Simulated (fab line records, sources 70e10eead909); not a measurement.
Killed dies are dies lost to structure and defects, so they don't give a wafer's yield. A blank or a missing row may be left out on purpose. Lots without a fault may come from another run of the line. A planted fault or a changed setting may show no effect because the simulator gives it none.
A struck lot beside a sound one | flow nand_harc | 14 steps out of a route of 1302
Sound: wafers L363.3, L363.4, L363.6. Struck: wafers L359.3, L359.4, L359.6. The cause comes at the end.
At each step with rows: each side's tool, then ch and its chambers, then its first start. Under that, the readings that differ: sound wafers | struck wafers | difference of the means | sigmas: that difference in standard deviations of wafers without a fault.
alike: readings whose means differ by less than 2 such deviations, and words and numbers that are the same on both sides. not compared: withheld readings, readings that some wafer has no value for, bounds like >300 that may hide the same value, and numbers for which the record gives no deviation and whose values overlap.
The two part at a step that has a row with sigmas, a row that says differs or no value, or rows on one side only. Numbers that don't overlap but have no deviation are shown without sigmas and don't part them. A reading that every wafer of one side lacks parts them only if that side has two wafers or more.

first, 4 steps without rows for these wafers: NHARC_A_DECK1_JOINT_CURE_26 (time 32 s); NHARC_A_DECK1_JOINT_ANNEAL_27 (time 3600 s); NHARC_A_DECK1_JOINT_ANNEAL_28 (time 1800 s); NHARC_A_DECK1_JOINT_ANNEAL_29 (time 1800 s).
NHARC_A_DECK1_JOINT_CMP_02: polishes SiOx.
  sound on cmp-01 ch 1,3, day 18 22:48; struck on cmp-03 ch 0,3, day 17 06:01
  alike: motor_current_A
then, 1 step without rows for these wafers: NHARC_A_DECK1_JOINT_SRD_15.
NHARC_A_DECK1_JOINT_DEP_16: deposits SiO2, target thk 45 nm.
  sound on pecvd-03 ch 0,1, day 18 23:14; struck on pecvd-03 ch 0,2, day 17 06:28
  alike: heater_power_w, throttle_valve_pct
NHARC_A_DECK1_JOINT_THK_MEAS_17: measures by ellipsometry.
  sound on film_metro-02, day 18 23:27; struck on film_metro-02, day 17 06:41
  alike: thk_nm
NHARC_A_DECK1_JOINT_INSPECT_05:
  sound on defect_inspect-01, day 18 23:29; struck on defect_inspect-01, day 17 06:43
  alike: raw_defect_count
then, 1 step without rows for these wafers: NHARC_A_ONON_D2_DEP_00 (target thk 1000 nm).
NHARC_A_ONON_D2_THK_MEAS_02: measures by ellipsometry.
  sound on film_metro-01, day 19 00:04; struck on film_metro-02, day 17 07:18
  alike: thk_nm
NHARC_A_ONON_D2_DEP_03: target thk 1000 nm.
  sound on pecvd_onon-01 ch 0, day 19 00:14; struck on pecvd_onon-03 ch 0, day 17 07:28
  alike: n2o_flow_sccm
NHARC_A_ONON_D2_THK_MEAS_05: measures by ellipsometry.
  sound on film_metro-01, day 19 00:38; struck on film_metro-02, day 17 08:02
  reading     | sound          | struck      | difference | sigmas
  thk_nm (nm) | 1008 1008 1007 | 644 644 645 | -363       | -45
  not compared: hold
-- the record jumps here: 13 days lie between the struck wafers' starts before and after (it left off in module A_ONON_D2 and takes up again in module END, whose first step shown is number 1302 of the route) --
NHARC_END_SORT_01:
  sound on prober-01 ch 0, day 30 23:38; struck on prober-02 ch 0, day 30 18:22
  reading         | sound    | struck                                                               | difference                   | sigmas
  hold            | - - -    | await_dispo/2.8h/scrap await_dispo/2.8h/scrap await_dispo/2.8h/scrap | no value on the sound wafers |
  killed_at_array | 69 77 75 | 674 672 672                                                          | +599                         | +30
  killed_at_other | 4 3 3    | 1 1 0                                                                | -3                           | -2
  killed_dies     | 76 89 82 | 677 677 677                                                          | +595                         | +28
  alike: killed_at_periphery, killed_open, killed_short

WHERE THEY PART
First at NHARC_A_ONON_D2_THK_MEAS_05; last, within this record, at NHARC_END_SORT_01.

WHY: what the simulator had put in
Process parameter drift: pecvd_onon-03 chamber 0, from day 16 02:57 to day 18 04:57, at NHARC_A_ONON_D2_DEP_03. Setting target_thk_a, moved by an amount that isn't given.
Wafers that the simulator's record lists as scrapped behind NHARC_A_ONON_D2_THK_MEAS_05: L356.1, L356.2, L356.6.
